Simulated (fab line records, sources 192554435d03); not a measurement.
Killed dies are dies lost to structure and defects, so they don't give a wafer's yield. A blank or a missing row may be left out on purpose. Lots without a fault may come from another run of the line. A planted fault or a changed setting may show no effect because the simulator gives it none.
Chamber matching | flow n5_finfet | N5_FIN_SAQP_STRIP_77 on rie_diel-05: 4 sister chambers
The step strips in N2/H2, time 90 s. 4 wafers are shown with their chamber, then 7 later ones without.

WAFERS WITH THEIR CHAMBER
wafer  | chamber | drypump_motor_current_A (A)
L082.5 | 1       | 5.81
L082.6 | 2       | 6.17
L090.2 | 0       | 5.62
L090.3 | 3       | 5.91

WAFERS WITHOUT THEIR CHAMBER
wafer  | drypump_motor_current_A (A)
L090.4 | 5.60
L092.4 | 5.90
L092.5 | 5.59
L092.6 | 6.18
L094.1 | 6.19
L094.2 | 5.93
L094.3 | 5.58

WHICH CHAMBER EACH WENT THROUGH
wafer  | from the rows above | in truth
L090.4 | 0                   | 0
L092.4 | 3                   | 3
L092.5 | 0                   | 0
L092.6 | 2                   | 2
L094.1 | 2                   | 2
L094.2 | 3                   | 3
L094.3 | 0                   | 0
Placed correctly: 7 of 7. Can't be placed from these rows: 0. Placed wrongly: 0.
How it was worked out, from the rows above alone: a wafer's distance from a chamber is the root of the sum, over the readings, of the square of ((its reading less the chamber's mean) divided by the reading's scatter). The wafer belongs to the nearest chamber; if the next one is less than 2 further off, it can't be placed. A chamber's mean is the mean of its shown wafers. The scatter: with one shown wafer a chamber, the root of the mean of the squares of how far each hidden wafer lies from its nearest shown one.
